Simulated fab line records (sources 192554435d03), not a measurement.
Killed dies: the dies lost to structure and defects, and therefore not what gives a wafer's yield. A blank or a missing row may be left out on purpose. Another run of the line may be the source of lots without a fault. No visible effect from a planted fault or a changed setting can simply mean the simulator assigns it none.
Which tool is to blame? -- flow n5Finfet -- Sampling: 9 lots, 25 wafers, 5 of 1938 route steps

== WHAT THE GAUGES SHOWED, per wafer ==
N5_BEOL_M4_RC_MEAS_101. Usual: DIBL_N 36.6 mV/V, standard deviation 1.9; DIBL_P 36.7 mV/V, standard deviation 2.2; IOFF_N 0.16 nA/um, standard deviation 0.035; IOFF_N_85C 3.2 nA/um, standard deviation 0.57; IOFF_N_LIN 0.074 nA/um, standard deviation 0.013; IOFF_N_LONG 5.48e-05 nA/um, standard deviation 2.4e-06; IOFF_P 0.22 nA/um, standard deviation 0.038; ION_N 672 uA/um, standard deviation 14; ION_P 462 uA/um, standard deviation 8.3; SS_N 71.6 mV/dec, standard deviation 0.65; SS_P 73.5 mV/dec, standard deviation 0.72; VT_N 250 mV, standard deviation 3.5; VT_N_LONG 275.1 mV, standard deviation 2.1; VT_P -250 mV, standard deviation 3.1.
lot,measured,on,DIBL_N (mV/V),DIBL_P (mV/V),IOFF_N (nA/um),IOFF_N_85C (nA/um),IOFF_N_LIN (nA/um),IOFF_N_LONG (nA/um),IOFF_P (nA/um),ION_N (uA/um),ION_P (uA/um),SS_N (mV/dec),SS_P (mV/dec),VT_N (mV),VT_N_LONG (mV),VT_P (mV),flag
L175,day 9 11:10,prober-01,39.2 37.5 33.2,40.5 39.0 32.6,0.22 0.17 0.10,4.0 3.3 2.1,0.099 0.079 0.051,5.48e-05 5.43e-05 5.44e-05,0.34 0.29 0.18,686 677 646,483 471 455,71.1 71.0 69.9,74.5 73.9 72.5,243 247 255,275.4 275.1 276.0,-239 -244 -252,
L176,day 9 10:38,prober-02,37.8 42.0 34.8,36.2 40.1 33.9,0.15 0.27 0.13,3.0 4.9 2.6,0.069 0.105 0.062,5.32e-05 5.48e-05 5.48e-05,0.21 0.27 0.18,666 682 680,459 458 468,71.6 73.9 71.1,72.7 74.7 72.6,250 245 252,272.7 273.8 273.6,-249 -249 -251,
L181,day 10 10:27,prober-02,35.9 37.2 36.9,36.8 37.1 37.2,0.17 0.17 0.16,3.3 3.4 3.2,0.080 0.075 0.073,5.66e-05 5.59e-05 5.61e-05,0.24 0.22 0.23,691 664 670,476 455 462,71.0 72.0 72.5,73.7 74.0 74.4,249 251 252,275.1 273.7 274.5,-249 -249 -249,
L182,day 10 21:10,prober-01,35.9 37.0 38.1,35.8 38.1 38.4,0.14 0.17 0.18,2.7 3.2 3.4,0.065 0.076 0.082,5.65e-05 5.55e-05 5.68e-05,0.16 0.21 0.22,675 661 685,454 455 465,71.9 71.1 72.2,73.2 74.0 74.1,254 250 250,273.0 273.1 271.1,-256 -252 -254,
L189,day 12 15:44,prober-02,34.9 36.8,35.8 38.6,2.67 3.46,32.2 40.2,1.281 1.504,0.0009417 0.0009161,0.18 0.24,698 699,456 463,72.0 71.8,73.1 73.5,167 163,189.1 190.8,-253 -248,OFF
L192,day 13 05:17,prober-02,36.8 35.7,38.9 37.4,3.97 3.81,45.7 44.7,1.731 1.719,0.0010065 0.0010244,0.25 0.23,697 707,464 465,71.4 72.3,73.9 73.9,162 161,187.5 186.7,-248 -247,OFF
L195,day 14 07:06,prober-01,37.4 37.4 38.9,38.4 38.9 38.7,0.16 0.17 0.18,3.1 3.2 3.3,0.075 0.076 0.075,5.4e-05 5.29e-05 5.36e-05,0.22 0.25 0.24,678 667 654,468 455 452,71.0 71.4 72.4,74.4 73.9 74.9,251 253 254,277.3 279.8 277.7,-249 -247 -249,
L196,day 14 14:19,prober-02,38.1 35.2 35.7,37.1 34.2 34.4,0.19 0.14 0.14,3.5 2.7 2.9,0.082 0.067 0.069,5.65e-05 5.65e-05 5.75e-05,0.25 0.19 0.21,669 680 678,458 466 474,71.4 71.2 71.6,73.8 72.6 73.6,249 251 249,274.9 274.2 271.8,-248 -250 -248,
L197,day 14 07:49,prober-02,38.0 39.0 37.8,37.2 39.1 36.6,0.19 0.23 0.18,3.6 4.2 3.4,0.087 0.099 0.082,6e-05 5.93e-05 6.05e-05,0.26 0.31 0.25,699 682 674,472 467 463,71.8 71.8 72.4,73.5 74.1 73.6,249 245 248,269.9 270.6 270.9,-244 -244 -245,

== TOOL THAT RAN EACH LOT (tool first, then ch and the chambers of the sampled wafers, then the start) ==
lot,N5_DUMMY_REMOVAL_STRIP_10,N5_HKMG_FIN_HK_ALD_01,N5_HKMG_FIN_ETCH_58,N5_HKMG_FIN_STRIP_60
L175,"rieDiel-06 ch 1,3, day 4 01:40","aldHk-03 ch 1,2, day 4 02:12","rieDiel-05 ch 1,2, day 4 03:32","plasmaAsher-01 ch 0,1, day 4 04:07"
L176,"rieDiel-03 ch 1,3, day 4 05:44","aldHk-02 ch 0,1,2, day 4 06:16","rieDiel-05 ch 0,1,3, day 4 07:36","plasmaAsher-02 ch 1, day 4 08:10"
L181,"rieDiel-03 ch 1,3, day 5 11:47","aldHk-03 ch 0,2, day 5 12:22","rieDiel-04 ch 0,2,3, day 5 13:51","plasmaAsher-02 ch 1, day 5 14:25"
L182,"rieDiel-03 ch 1,2, day 5 16:22","aldHk-02 ch 2,3, day 5 16:53","rieDiel-05 ch 0,1,3, day 5 19:11","plasmaAsher-01 ch 0,1, day 5 19:52"
L189,"rieDiel-01 ch 0,2, day 7 14:49","aldHk-03 ch 0,2, day 7 15:24","rieDiel-05 ch 0,1, day 7 16:45","plasmaAsher-02 ch 1, day 7 17:20"
L192,"rieDiel-03 ch 2, day 8 08:24","aldHk-03 ch 1,3, day 8 08:56","rieDiel-05 ch 1,2, day 8 10:25","plasmaAsher-02 ch 0, day 8 11:10"
L195,"rieDiel-01 ch 0,2,3, day 8 23:35","aldHk-03 ch 0,2,3, day 9 00:06","rieDiel-04 ch 0,2,3, day 9 01:32","plasmaAsher-02 ch 0,1, day 9 02:07"
L196,"rieDiel-01 ch 0,2,3, day 9 09:11","aldHk-01 ch 0,2,3, day 9 09:43","rieDiel-04 ch 0,2,3, day 9 11:03","plasmaAsher-02 ch 0,1, day 9 11:38"
L197,"rieDiel-01 ch 0,1,2, day 9 11:00","aldHk-03 ch 0,2, day 9 11:31","rieDiel-02 ch 0,3, day 9 12:51","plasmaAsher-02 ch 0,1, day 9 13:25"
- N5_DUMMY_REMOVAL_STRIP_10: strips in N2/H2, time 40 s.
- N5_HKMG_FIN_HK_ALD_01: deposits HfO2, target thk 1.6 nm, pulse time 3 s, purge time 3 s.
- N5_HKMG_FIN_ETCH_58: etches SOC in N2/H2, target depth 215.8 nm, time 741 s.
- N5_HKMG_FIN_STRIP_60: strips in N2/H2, time 360 s.

== WHAT THE TOOLS THEMSELVES READ (means of the sampled wafers that have a number; where no wafer has one, the mark that the record gives instead) ==
N5_DUMMY_REMOVAL_STRIP_10. Usual: drypumpMotorCurrentA 5.6 A, standard deviation 0.56; oesProductAu 0.80 a.u., standard deviation 0.074; rfVppV 45.5 V, standard deviation 0.81; showerheadPlenumPTorr 3.38 Torr, standard deviation 0.099; throttleValvePct 12.17 %, standard deviation 0.26.
lot,tool,drypumpMotorCurrentA (A),oesProductAu (a.u.),rfVppV (V),showerheadPlenumPTorr (Torr),throttleValvePct (%),flag
L175,rieDiel-06,5.5,0.72,45.6,3.44,12.54,
L176,rieDiel-03,4.8,0.82,44.4,3.28,12.26,
L181,rieDiel-03,4.9,0.84,45.1,3.28,12.27,
L182,rieDiel-03,5.0,0.85,45.1,3.34,12.20,
L189,rieDiel-01,6.0,0.76,44.6,3.45,12.27,
L192,rieDiel-03,5.1,0.80,45.8,3.42,12.16,
L195,rieDiel-01,6.1,0.78,45.6,3.39,12.11,
L196,rieDiel-01,6.1,0.78,44.9,3.39,12.12,
L197,rieDiel-01,5.9,0.73,45.0,3.38,12.34,

N5_HKMG_FIN_HK_ALD_01. Usual: precursorPulseHeightRel reads 0.999 (standard deviation 0.019).
lot,tool,precursorPulseHeightRel,flag
L175,aldHk-03,0.991,
L176,aldHk-02,0.989,
L181,aldHk-03,1.007,
L182,aldHk-02,1.002,
L189,aldHk-03,1.006,
L192,aldHk-03,1.003,
L195,aldHk-03,0.989,
L196,aldHk-01,1.008,
L197,aldHk-03,0.993,

N5_HKMG_FIN_ETCH_58. Usual: drypumpMotorCurrentA 5.8 A, standard deviation 0.42; oesProductAu 0.73 a.u., standard deviation 0.049; rfVppV 99.0 V, standard deviation 1; runLengthS 764.4 s, standard deviation 0.46; showerheadPlenumPTorr 2.54 Torr, standard deviation 0.1; throttleValvePct 17.90 %, standard deviation 0.25.
lot,tool,drypumpMotorCurrentA (A),oesProductAu (a.u.),rfVppV (V),runLengthS (s),showerheadPlenumPTorr (Torr),throttleValvePct (%),flag
L175,rieDiel-05,5.9,0.74,99.7,764.2,2.57,17.82,
L176,rieDiel-05,6.1,0.72,98.8,764.4,2.50,17.96,
L181,rieDiel-04,5.8,0.76,99.6,764.7,2.52,17.75,
L182,rieDiel-05,6.1,0.71,99.3,764.6,2.50,17.97,
L189,rieDiel-05,6.0,0.68,98.0,612.0,2.46,18.11,OFF
L192,rieDiel-05,6.0,0.70,99.1,611.8,2.52,17.89,OFF
L195,rieDiel-04,5.8,0.73,98.7,764.5,2.50,17.81,
L196,rieDiel-04,5.8,0.73,99.2,764.3,2.50,17.81,
L197,rieDiel-02,5.5,0.69,99.4,764.2,2.43,17.82,

N5_HKMG_FIN_STRIP_60. Usual: drypumpMotorCurrentA 5.88 A, standard deviation 0.25; heaterPowerW 475 W, standard deviation 38.
lot,tool,drypumpMotorCurrentA (A),heaterPowerW (W),flag
L175,plasmaAsher-01,5.73,442,
L176,plasmaAsher-02,5.69,531,
L181,plasmaAsher-02,5.68,534,
L182,plasmaAsher-01,5.79,446,
L189,plasmaAsher-02,5.69,536,
L192,plasmaAsher-02,6.23,447,
L195,plasmaAsher-02,5.87,508,
L196,plasmaAsher-02,5.86,504,
L197,plasmaAsher-02,5.87,497,

== THE ANSWER, worked out from the rows above alone ==
Rule: a lot is off if the mean of its wafers that have a number lies more than 3 standard deviations from the usual mean. Also off: a lot with no number at a reading for which 4 or more lots have one. The other lots that the step has rows for count as sound. First the gauges in route order, then the tools' own readings, where a lot's mean is used as printed above. The first step at which some lot is off is used, and at that step the reading that is off furthest; a lot without a number counts as furthest.
Off: L189, L192, at N5_BEOL_M4_RC_MEAS_101 (IOFF_N_LONG).
If a tool, at a process step before that reading, ran all the lots that are off and no sound lot after the first of them, it fits. The gauges at N5_BEOL_M4_RC_MEAS_101 aren't tried: what is off there is off at N5_HKMG_FIN_ETCH_58 too, on other tools, and a gauge's error can't cause that. One fits: N5_HKMG_FIN_ETCH_58 on rieDiel-05. A fault onset in the window from L182 (day 5 19:11, its last sound lot) to L189 (day 7 16:45, its first lot off) fits.
The tool's own readings at N5_HKMG_FIN_ETCH_58 bear it out: on the lots that are off they differ by more than 5 times the standard deviation of the sound lots' means. runLengthS reads 611.9 s there against 764.4 s on the sound lots.

== WHAT THE SIMULATOR PUT IN ==
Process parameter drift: rieDiel-05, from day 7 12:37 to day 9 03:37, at N5_HKMG_FIN_ETCH_58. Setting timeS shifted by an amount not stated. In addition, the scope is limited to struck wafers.
Lots struck among those shown: L189, L192. The rule above found the same.
